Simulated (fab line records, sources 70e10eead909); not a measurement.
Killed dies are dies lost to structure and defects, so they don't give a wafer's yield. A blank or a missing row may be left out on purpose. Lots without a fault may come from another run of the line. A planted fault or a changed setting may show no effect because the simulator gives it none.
A struck lot beside a sound one | flow nand_harc | 15 steps out of a route of 1302
Sound: wafers L800.2, L800.3, L800.6. Struck: wafer L809.2. (L809.3 of the same lot was not struck and is left out.) The cause comes at the end.
At each step with rows: each side's tool, then ch and its chambers, then its first start. Under that, the readings that differ: sound wafers | struck wafers | difference of the means | sigmas: that difference in standard deviations of wafers without a fault.
alike: readings whose means differ by less than 2 such deviations, and words and numbers that are the same on both sides. not compared: withheld readings, readings that some wafer has no value for, bounds like >300 that may hide the same value, and numbers for which the record gives no deviation and whose values overlap.
The two part at a step that has a row with sigmas, a row that says differs or no value, or rows on one side only. Numbers that don't overlap but have no deviation are shown without sigmas and don't part them. A reading that every wafer of one side lacks parts them only if that side has two wafers or more.

first, 6 steps without rows for these wafers: NHARC_P_CONTACT_COAT_06 (resist thk 90 nm); NHARC_P_CONTACT_SOFTBAKE_07 (time 55 s); NHARC_P_CONTACT_EBR_08; NHARC_P_CONTACT_EXPOSE_09 (exposes mask P CA, target cd 90 nm); NHARC_P_CONTACT_PEB_10 (peb time 65 s); NHARC_P_CONTACT_DEVELOP_11 (develop time 35 s).
NHARC_P_CONTACT_CD_MEAS_12: target cd 90 nm.
  sound on cd_sem-01 ch 0, day 5 21:15; struck on cd_sem-03 ch 0, day 9 19:02
  alike: cd_nm
NHARC_P_CONTACT_OVL_MEAS_13:
  sound on overlay-02, day 5 21:20; struck on overlay-02, day 9 19:07
  alike: overlay_x_nm, overlay_y_nm
NHARC_P_CONTACT_INSPECT_14:
  sound on defect_inspect-01, day 5 21:22; struck on defect_inspect-01, day 9 19:10
  alike: raw_defect_count
NHARC_P_CONTACT_DESCUM_17: chemistry O2, time 3 s.
  sound on rie_diel-03 ch 2,3, day 5 21:26; struck on rie_diel-12 ch 0, day 9 19:14
  reading                         | sound             | struck | difference | sigmas
  chamber_pressure_mTorr (mTorr)  | 59.99 59.91 60.04 | 60.10  | +0.12      | +2
  showerhead_plenum_p_Torr (Torr) | 1.79 1.91 1.79    | 2.02   | +0.19      | +2
  alike: drypump_motor_current_A, oes_product_au, rf_vpp_V, throttle_valve_pct
  not compared: rf_hours_counter_h
NHARC_P_CONTACT_ETCH_35: etches the open film in CF4, target depth 39 nm, time 65 s.
  sound on rie_diel-03 ch 1,2, day 5 21:31; struck on rie_diel-12 ch 2, day 9 19:19
  alike: chamber_pressure_mTorr, drypump_motor_current_A, oes_product_au, rf_vpp_V, run_length_s, showerhead_plenum_p_Torr, throttle_valve_pct
  not compared: rf_hours_counter_h
NHARC_P_CONTACT_ETCH_36: etches the open film in N2/H2, target depth 260 nm, time 406.25 s.
  sound on rie_diel-03 ch 1,2,3; struck on rie_diel-12 ch 1
  reading                         | sound             | struck | difference | sigmas
  rf_vpp_V (V)                    | 426.7 431.0 429.1 | 435.4  | +6.5       | +3
  showerhead_plenum_p_Torr (Torr) | 1.91 2.07 2.04    | 2.19   | +0.18      | +2
  alike: chamber_pressure_mTorr, drypump_motor_current_A, n2_flow_sccm, oes_product_au, run_length_s, throttle_valve_pct
  not compared: rf_hours_counter_h
NHARC_P_CONTACT_ETCH_18: etches the open film in C4F8/O2/Ar, target depth 481 nm, time 240.5 s.
  sound on rie_diel-03 ch 1,2, day 5 21:55; struck on rie_diel-12 ch 2, day 9 19:42
  reading                        | sound                | struck | difference | sigmas
  chamber_pressure_mTorr (mTorr) | 25.000 25.032 24.975 | 24.955 | -0.047     | -2
  run_length_s (s)               | 261.4 262.8 261.4    | 241.9  | -20.0      | -57
  alike: oes_product_au, rf_vpp_V
  not compared: rf_hours_counter_h
then, 2 steps without rows for these wafers: NHARC_P_CONTACT_STRIP_37 (strips in C4F8/O2/Ar); NHARC_END_SORT_01.

WHERE THEY PART
First at NHARC_P_CONTACT_DESCUM_17; last, within this record, at NHARC_P_CONTACT_ETCH_18.

WHY: what the simulator had put in
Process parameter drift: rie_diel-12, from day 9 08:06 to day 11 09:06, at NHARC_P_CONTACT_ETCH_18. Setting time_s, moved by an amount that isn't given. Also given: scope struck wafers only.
